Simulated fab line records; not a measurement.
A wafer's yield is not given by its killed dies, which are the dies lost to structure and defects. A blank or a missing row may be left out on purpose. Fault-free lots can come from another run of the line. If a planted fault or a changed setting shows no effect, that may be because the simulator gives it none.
Which tool was responsible? || flow n5Finfet || 10 lots with 28 wafers sampled at 6 steps, on a route of 1938 steps

WHAT EACH GAUGE READ, for each wafer
N5_BEOL_M4_INSPECT_30: inspects for defects (brightfield). Usual: 426 for rawDefectCount, sd 95.
{"lot": "L718", "measured": "day 7 11:11", "on": "defectInspect-01", "rawDefectCount": "421 369 411", "flag": ""}
{"lot": "L721", "measured": "day 8 04:32", "on": "defectInspect-01", "rawDefectCount": "509 575 635", "flag": ""}
{"lot": "L720", "measured": "day 8 04:53", "on": "defectInspect-02", "rawDefectCount": "338 442 517", "flag": ""}
{"lot": "L723", "measured": "day 9 02:58", "on": "defectInspect-01", "rawDefectCount": "410 427 471", "flag": ""}
{"lot": "L724", "measured": "day 9 16:52", "on": "defectInspect-02", "rawDefectCount": "282 345", "flag": ""}
{"lot": "L727", "measured": "day 10 07:39", "on": "defectInspect-01", "rawDefectCount": "350 400 464", "flag": ""}
{"lot": "L731", "measured": "day 10 21:45", "on": "defectInspect-02", "rawDefectCount": "554 461", "flag": ""}
{"lot": "L737", "measured": "day 12 11:53", "on": "defectInspect-02", "rawDefectCount": "1395 1424 1389", "flag": "OFF"}
{"lot": "L738", "measured": "day 12 17:22", "on": "defectInspect-01", "rawDefectCount": "1402 1460 1425", "flag": "OFF"}
{"lot": "L740", "measured": "day 13 08:19", "on": "defectInspect-01", "rawDefectCount": "251 512 313", "flag": ""}

N5_BEOL_M4_RC_MEAS_101. Usual: DIBL_N 35.8 mV/V, standard deviation 1.5; DIBL_P 35.9 mV/V, standard deviation 1.8; IOFF_N 0.152 nA/um, standard deviation 0.025; IOFF_P 0.21 nA/um, standard deviation 0.031; ION_N 672 uA/um, standard deviation 11; ION_P 462 uA/um, standard deviation 7.4; SS_N 71.5 mV/dec, standard deviation 0.52; SS_P 73.2 mV/dec, standard deviation 0.54; VT_N 250 mV, standard deviation 3; VT_P -250 mV, standard deviation 3.3.
{"lot": "L718", "measured": "day 8 04:01", "on": "prober-02", "DIBL_N (mV/V)": "37.7 35.8 35.6", "DIBL_P (mV/V)": "37.6 35.2 36.1", "IOFF_N (nA/um)": "0.168 0.146 0.145", "IOFF_P (nA/um)": "0.25 0.20 0.22", "ION_N (uA/um)": "681 669 672", "ION_P (uA/um)": "470 463 472", "SS_N (mV/dec)": "71.9 71.5 71.4", "SS_P (mV/dec)": "73.4 73.2 72.5", "VT_N (mV)": "250 250 251", "VT_P (mV)": "-247 -248 -248", "flag": ""}
{"lot": "L721", "measured": "day 8 10:41", "on": "prober-01", "DIBL_N (mV/V)": "34.4 37.0 36.8", "DIBL_P (mV/V)": "31.2 34.5 34.3", "IOFF_N (nA/um)": "0.096 0.137 0.137", "IOFF_P (nA/um)": "0.13 0.18 0.18", "ION_N (uA/um)": "655 672 669", "ION_P (uA/um)": "449 458 458", "SS_N (mV/dec)": "70.5 71.1 71.2", "SS_P (mV/dec)": "72.3 73.2 73.1", "VT_N (mV)": "261 253 251", "VT_P (mV)": "-260 -254 -255", "flag": ""}
{"lot": "L720", "measured": "day 8 10:56", "on": "prober-02", "DIBL_N (mV/V)": "37.5 38.5 35.5", "DIBL_P (mV/V)": "36.4 38.3 34.8", "IOFF_N (nA/um)": "0.161 0.195 0.131", "IOFF_P (nA/um)": "0.23 0.27 0.20", "ION_N (uA/um)": "675 690 665", "ION_P (uA/um)": "467 474 465", "SS_N (mV/dec)": "71.4 72.0 71.7", "SS_P (mV/dec)": "73.3 73.9 73.3", "VT_N (mV)": "249 244 251", "VT_P (mV)": "-247 -245 -248", "flag": ""}
{"lot": "L723", "measured": "day 9 10:22", "on": "prober-02", "DIBL_N (mV/V)": "36.1 36.7 36.1", "DIBL_P (mV/V)": "34.1 34.2 35.3", "IOFF_N (nA/um)": "0.143 0.153 0.155", "IOFF_P (nA/um)": "0.20 0.20 0.22", "ION_N (uA/um)": "678 659 664", "ION_P (uA/um)": "465 449 461", "SS_N (mV/dec)": "71.3 71.6 70.4", "SS_P (mV/dec)": "73.3 73.1 73.9", "VT_N (mV)": "251 249 248", "VT_P (mV)": "-249 -247 -247", "flag": ""}
{"lot": "L724", "measured": "day 10 03:01", "on": "prober-02", "DIBL_N (mV/V)": "36.8 37.5", "DIBL_P (mV/V)": "38.6 38.5", "IOFF_N (nA/um)": "0.155 0.170", "IOFF_P (nA/um)": "0.19 0.20", "ION_N (uA/um)": "678 676", "ION_P (uA/um)": "459 463", "SS_N (mV/dec)": "71.0 70.9", "SS_P (mV/dec)": "73.4 73.9", "VT_N (mV)": "252 251", "VT_P (mV)": "-252 -254", "flag": ""}
{"lot": "L727", "measured": "day 10 14:59", "on": "prober-01", "DIBL_N (mV/V)": "35.9 36.2 35.8", "DIBL_P (mV/V)": "35.9 36.9 36.0", "IOFF_N (nA/um)": "0.158 0.169 0.161", "IOFF_P (nA/um)": "0.21 0.23 0.21", "ION_N (uA/um)": "673 684 685", "ION_P (uA/um)": "464 469 466", "SS_N (mV/dec)": "71.3 71.0 70.9", "SS_P (mV/dec)": "72.6 73.7 73.8", "VT_N (mV)": "248 248 248", "VT_P (mV)": "-245 -248 -251", "flag": ""}
{"lot": "L731", "measured": "day 11 04:14", "on": "prober-02", "DIBL_N (mV/V)": "34.0 33.8", "DIBL_P (mV/V)": "33.2 33.3", "IOFF_N (nA/um)": "0.117 0.122", "IOFF_P (nA/um)": "0.17 0.18", "ION_N (uA/um)": "659 655", "ION_P (uA/um)": "461 455", "SS_N (mV/dec)": "71.1 70.5", "SS_P (mV/dec)": "73.0 72.8", "VT_N (mV)": "251 252", "VT_P (mV)": "-252 -252", "flag": ""}
{"lot": "L737", "measured": "day 12 21:50", "on": "prober-02", "DIBL_N (mV/V)": "36.3 36.0 35.3", "DIBL_P (mV/V)": "38.6 39.4 37.1", "IOFF_N (nA/um)": "0.179 0.177 0.159", "IOFF_P (nA/um)": "0.24 0.26 0.22", "ION_N (uA/um)": "677 689 683", "ION_P (uA/um)": "463 477 462", "SS_N (mV/dec)": "71.6 71.5 71.4", "SS_P (mV/dec)": "73.8 73.7 73.4", "VT_N (mV)": "247 248 251", "VT_P (mV)": "-249 -248 -249", "flag": ""}
{"lot": "L738", "measured": "day 13 01:29", "on": "prober-01", "DIBL_N (mV/V)": "34.0 33.5 34.8", "DIBL_P (mV/V)": "34.4 34.2 36.0", "IOFF_N (nA/um)": "0.141 0.127 0.159", "IOFF_P (nA/um)": "0.21 0.20 0.24", "ION_N (uA/um)": "664 648 689", "ION_P (uA/um)": "463 457 473", "SS_N (mV/dec)": "72.0 70.8 71.4", "SS_P (mV/dec)": "73.1 72.4 73.4", "VT_N (mV)": "252 253 249", "VT_P (mV)": "-247 -247 -246", "flag": ""}
{"lot": "L740", "measured": "day 13 15:20", "on": "prober-01", "DIBL_N (mV/V)": "36.0 35.9 35.4", "DIBL_P (mV/V)": "35.4 35.9 35.1", "IOFF_N (nA/um)": "0.146 0.154 0.144", "IOFF_P (nA/um)": "0.22 0.23 0.21", "ION_N (uA/um)": "676 678 693", "ION_P (uA/um)": "467 466 468", "SS_N (mV/dec)": "71.5 71.8 71.3", "SS_P (mV/dec)": "73.1 73.0 72.4", "VT_N (mV)": "251 246 251", "VT_P (mV)": "-249 -248 -248", "flag": ""}

TOOL THAT RAN EACH LOT (tool first, then ch and the chambers of the sampled wafers, then the start)
{"lot": "L718", "N5_BEOL_M3_SPUTTER_96": "pvdSputter-02, day 7 08:28", "N5_BEOL_M3_ANNEAL_51": "rtpAnneal-01 ch 0, day 7 08:43", "N5_BEOL_M3_PRE_CLEAN_60": "cvdCo-02 ch 0,1, day 7 09:17", "N5_BEOL_M4_STRIP_66": "rieDiel-03 ch 0,1,3, day 7 10:34"}
{"lot": "L721", "N5_BEOL_M3_SPUTTER_96": "pvdSputter-01, day 8 00:55", "N5_BEOL_M3_ANNEAL_51": "rtpAnneal-02 ch 0, day 8 01:10", "N5_BEOL_M3_PRE_CLEAN_60": "cvdCo-02 ch 0,2, day 8 01:44", "N5_BEOL_M4_STRIP_66": "rieDiel-04 ch 0,1,2, day 8 03:46"}
{"lot": "L720", "N5_BEOL_M3_SPUTTER_96": "pvdSputter-03, day 8 01:09", "N5_BEOL_M3_ANNEAL_51": "rtpAnneal-01 ch 0, day 8 01:23", "N5_BEOL_M3_PRE_CLEAN_60": "cvdCo-01 ch 0,1, day 8 01:58", "N5_BEOL_M4_STRIP_66": "rieDiel-03 ch 1,3, day 8 04:06"}
{"lot": "L723", "N5_BEOL_M3_SPUTTER_96": "pvdSputter-02, day 8 22:56", "N5_BEOL_M3_ANNEAL_51": "rtpAnneal-01 ch 0, day 8 23:11", "N5_BEOL_M3_PRE_CLEAN_60": "cvdCo-02 ch 0,1,2, day 8 23:46", "N5_BEOL_M4_STRIP_66": "rieDiel-04 ch 1,2, day 9 02:11"}
{"lot": "L724", "N5_BEOL_M3_SPUTTER_96": "pvdSputter-02, day 9 12:41", "N5_BEOL_M3_ANNEAL_51": "rtpAnneal-02 ch 0, day 9 13:07", "N5_BEOL_M3_PRE_CLEAN_60": "cvdCo-01 ch 0,1, day 9 13:35", "N5_BEOL_M4_STRIP_66": "rieDiel-03 ch 0,3, day 9 16:14"}
{"lot": "L727", "N5_BEOL_M3_SPUTTER_96": "pvdSputter-01, day 10 03:03", "N5_BEOL_M3_ANNEAL_51": "rtpAnneal-02 ch 0, day 10 03:15", "N5_BEOL_M3_PRE_CLEAN_60": "cvdCo-01 ch 1,2, day 10 03:53", "N5_BEOL_M4_STRIP_66": "rieDiel-03 ch 1,2,3, day 10 06:56"}
{"lot": "L731", "N5_BEOL_M3_SPUTTER_96": "pvdSputter-01, day 10 17:46", "N5_BEOL_M3_ANNEAL_51": "rtpAnneal-01 ch 0, day 10 17:58", "N5_BEOL_M3_PRE_CLEAN_60": "cvdCo-01 ch 1,2, day 10 18:36", "N5_BEOL_M4_STRIP_66": "rieDiel-03 ch 1,2, day 10 20:53"}
{"lot": "L737", "N5_BEOL_M3_SPUTTER_96": "pvdSputter-01, day 12 08:49", "N5_BEOL_M3_ANNEAL_51": "rtpAnneal-02 ch 0, day 12 09:01", "N5_BEOL_M3_PRE_CLEAN_60": "cvdCo-02 ch 1,2, day 12 09:38", "N5_BEOL_M4_STRIP_66": "rieDiel-04 ch 0,2,3, day 12 11:08"}
{"lot": "L738", "N5_BEOL_M3_SPUTTER_96": "pvdSputter-02, day 12 13:26", "N5_BEOL_M3_ANNEAL_51": "rtpAnneal-02 ch 0, day 12 13:43", "N5_BEOL_M3_PRE_CLEAN_60": "cvdCo-02 ch 0,1,2, day 12 14:16", "N5_BEOL_M4_STRIP_66": "rieDiel-04 ch 2,3, day 12 16:42"}
{"lot": "L740", "N5_BEOL_M3_SPUTTER_96": "pvdSputter-01, day 13 03:31", "N5_BEOL_M3_ANNEAL_51": "rtpAnneal-01 ch 0, day 13 03:43", "N5_BEOL_M3_PRE_CLEAN_60": "cvdCo-01 ch 1,2, day 13 04:20", "N5_BEOL_M4_STRIP_66": "rieDiel-02 ch 0,2, day 13 07:26"}
- N5_BEOL_M3_SPUTTER_96: material Cu, target thk 4.5 nm, time 8.29 s.
- N5_BEOL_M3_ANNEAL_51: time 90 s.
- N5_BEOL_M3_PRE_CLEAN_60: time 15 s.
- N5_BEOL_M4_STRIP_66: strips in CF4.

AS READ BY THE TOOLS THEMSELVES (means over the sampled wafers that have a number; for cases with no such wafer, the mark the record gives instead)
N5_BEOL_M3_SPUTTER_96. Usual: 30.3 % for throttleValvePct, sd 1.
{"lot": "L718", "tool": "pvdSputter-02", "throttleValvePct (%)": 30.9, "flag": ""}
{"lot": "L721", "tool": "pvdSputter-01", "throttleValvePct (%)": 29.5, "flag": ""}
{"lot": "L720", "tool": "pvdSputter-03", "throttleValvePct (%)": 29.9, "flag": ""}
{"lot": "L723", "tool": "pvdSputter-02", "throttleValvePct (%)": 30.1, "flag": ""}
{"lot": "L724", "tool": "pvdSputter-02", "throttleValvePct (%)": 30.1, "flag": ""}
{"lot": "L727", "tool": "pvdSputter-01", "throttleValvePct (%)": 29.8, "flag": ""}
{"lot": "L731", "tool": "pvdSputter-01", "throttleValvePct (%)": 30.7, "flag": ""}
{"lot": "L737", "tool": "pvdSputter-01", "throttleValvePct (%)": 30.1, "flag": ""}
{"lot": "L738", "tool": "pvdSputter-02", "throttleValvePct (%)": 30.9, "flag": ""}
{"lot": "L740", "tool": "pvdSputter-01", "throttleValvePct (%)": 28.8, "flag": ""}

N5_BEOL_M3_ANNEAL_51. Usual: 225.79 for wafer_temp_C_max, sd 0.23.
{"lot": "L718", "tool": "rtpAnneal-01", "wafer_temp_C_max": 225.88, "flag": ""}
{"lot": "L721", "tool": "rtpAnneal-02", "wafer_temp_C_max": 225.93, "flag": ""}
{"lot": "L720", "tool": "rtpAnneal-01", "wafer_temp_C_max": 225.47, "flag": ""}
{"lot": "L723", "tool": "rtpAnneal-01", "wafer_temp_C_max": 225.80, "flag": ""}
{"lot": "L724", "tool": "rtpAnneal-02", "wafer_temp_C_max": 225.78, "flag": ""}
{"lot": "L727", "tool": "rtpAnneal-02", "wafer_temp_C_max": 225.89, "flag": ""}
{"lot": "L731", "tool": "rtpAnneal-01", "wafer_temp_C_max": 225.50, "flag": ""}
{"lot": "L737", "tool": "rtpAnneal-02", "wafer_temp_C_max": 225.91, "flag": ""}
{"lot": "L738", "tool": "rtpAnneal-02", "wafer_temp_C_max": 226.08, "flag": ""}
{"lot": "L740", "tool": "rtpAnneal-01", "wafer_temp_C_max": 225.68, "flag": ""}

N5_BEOL_M3_PRE_CLEAN_60. Usual: 85 W for heaterPowerW, sd 22.
{"lot": "L718", "tool": "cvdCo-02", "heaterPowerW (W)": 89, "flag": ""}
{"lot": "L721", "tool": "cvdCo-02", "heaterPowerW (W)": 67, "flag": ""}
{"lot": "L720", "tool": "cvdCo-01", "heaterPowerW (W)": 79, "flag": ""}
{"lot": "L723", "tool": "cvdCo-02", "heaterPowerW (W)": 87, "flag": ""}
{"lot": "L724", "tool": "cvdCo-01", "heaterPowerW (W)": 80, "flag": ""}
{"lot": "L727", "tool": "cvdCo-01", "heaterPowerW (W)": 82, "flag": ""}
{"lot": "L731", "tool": "cvdCo-01", "heaterPowerW (W)": 82, "flag": ""}
{"lot": "L737", "tool": "cvdCo-02", "heaterPowerW (W)": 85, "flag": ""}
{"lot": "L738", "tool": "cvdCo-02", "heaterPowerW (W)": 87, "flag": ""}
{"lot": "L740", "tool": "cvdCo-01", "heaterPowerW (W)": 85, "flag": ""}

N5_BEOL_M4_STRIP_66. Usual: chamberPressureMTorr 50.00 mTorr, standard deviation 0.05; drypumpMotorCurrentA 5.5 A, standard deviation 0.49; oesProductAu 0.80 a.u., standard deviation 0.08; rfVppV 270.9 V, standard deviation 1.4; showerheadPlenumPTorr 1.78 Torr, standard deviation 0.057; throttleValvePct 13.53 %, standard deviation 0.3.
{"lot": "L718", "tool": "rieDiel-03", "chamberPressureMTorr (mTorr)": 50.01, "drypumpMotorCurrentA (A)": 5.5, "oesProductAu (a.u.)": 0.82, "rfVppV (V)": 271.1, "showerheadPlenumPTorr (Torr)": 1.80, "throttleValvePct (%)": 13.54, "flag": ""}
{"lot": "L721", "tool": "rieDiel-04", "chamberPressureMTorr (mTorr)": 50.04, "drypumpMotorCurrentA (A)": 5.3, "oesProductAu (a.u.)": 0.78, "rfVppV (V)": 270.1, "showerheadPlenumPTorr (Torr)": 1.79, "throttleValvePct (%)": 13.68, "flag": ""}
{"lot": "L720", "tool": "rieDiel-03", "chamberPressureMTorr (mTorr)": 50.05, "drypumpMotorCurrentA (A)": 5.2, "oesProductAu (a.u.)": 0.77, "rfVppV (V)": 271.4, "showerheadPlenumPTorr (Torr)": 1.84, "throttleValvePct (%)": 13.59, "flag": ""}
{"lot": "L723", "tool": "rieDiel-04", "chamberPressureMTorr (mTorr)": 49.97, "drypumpMotorCurrentA (A)": 5.4, "oesProductAu (a.u.)": 0.85, "rfVppV (V)": 271.4, "showerheadPlenumPTorr (Torr)": 1.78, "throttleValvePct (%)": 13.47, "flag": ""}
{"lot": "L724", "tool": "rieDiel-03", "chamberPressureMTorr (mTorr)": 50.03, "drypumpMotorCurrentA (A)": 5.6, "oesProductAu (a.u.)": 0.80, "rfVppV (V)": 272.6, "showerheadPlenumPTorr (Torr)": 1.81, "throttleValvePct (%)": 13.71, "flag": ""}
{"lot": "L727", "tool": "rieDiel-03", "chamberPressureMTorr (mTorr)": 50.03, "drypumpMotorCurrentA (A)": 5.4, "oesProductAu (a.u.)": 0.74, "rfVppV (V)": 271.9, "showerheadPlenumPTorr (Torr)": 1.80, "throttleValvePct (%)": 13.61, "flag": ""}
{"lot": "L731", "tool": "rieDiel-03", "chamberPressureMTorr (mTorr)": 49.96, "drypumpMotorCurrentA (A)": 5.5, "oesProductAu (a.u.)": 0.74, "rfVppV (V)": 270.2, "showerheadPlenumPTorr (Torr)": 1.75, "throttleValvePct (%)": 13.55, "flag": ""}
{"lot": "L737", "tool": "rieDiel-04", "chamberPressureMTorr (mTorr)": 50.02, "drypumpMotorCurrentA (A)": 5.4, "oesProductAu (a.u.)": 0.87, "rfVppV (V)": 270.3, "showerheadPlenumPTorr (Torr)": 1.75, "throttleValvePct (%)": 13.30, "flag": ""}
{"lot": "L738", "tool": "rieDiel-04", "chamberPressureMTorr (mTorr)": 50.00, "drypumpMotorCurrentA (A)": 5.4, "oesProductAu (a.u.)": 0.85, "rfVppV (V)": 271.3, "showerheadPlenumPTorr (Torr)": 1.74, "throttleValvePct (%)": 13.29, "flag": ""}
{"lot": "L740", "tool": "rieDiel-02", "chamberPressureMTorr (mTorr)": 50.00, "drypumpMotorCurrentA (A)": 5.1, "oesProductAu (a.u.)": 0.89, "rfVppV (V)": 272.8, "showerheadPlenumPTorr (Torr)": 1.85, "throttleValvePct (%)": 13.53, "flag": ""}

THE ANSWER, worked out from the rows above alone
Rule: a lot counts as off when the mean over its wafers that have a number is more than 3 standard deviations away from the usual mean. Also off: a lot with no number at a reading for which 4 or more lots have one. All remaining lots with rows at the step are treated as sound. After the gauges, taken in route order, come the tools' own readings; for these a lot's mean is taken, as printed above. The first step at which some lot is off is used, and at that step the reading that is off furthest; a lot without a number counts as furthest.
Off at N5_BEOL_M4_INSPECT_30 (rawDefectCount): L737, L738.
A tool fits if, at a process step before that reading, it ran every lot that is off, and no sound lot after the first of them. The gauges at N5_BEOL_M4_INSPECT_30 are tried like those tools. Can't be told from this: 3 tools fit, rtpAnneal-02 at N5_BEOL_M3_ANNEAL_51, cvdCo-02 at N5_BEOL_M3_PRE_CLEAN_60, rieDiel-04 at N5_BEOL_M4_STRIP_66.

WHAT THE SIMULATOR HAD INSERTED
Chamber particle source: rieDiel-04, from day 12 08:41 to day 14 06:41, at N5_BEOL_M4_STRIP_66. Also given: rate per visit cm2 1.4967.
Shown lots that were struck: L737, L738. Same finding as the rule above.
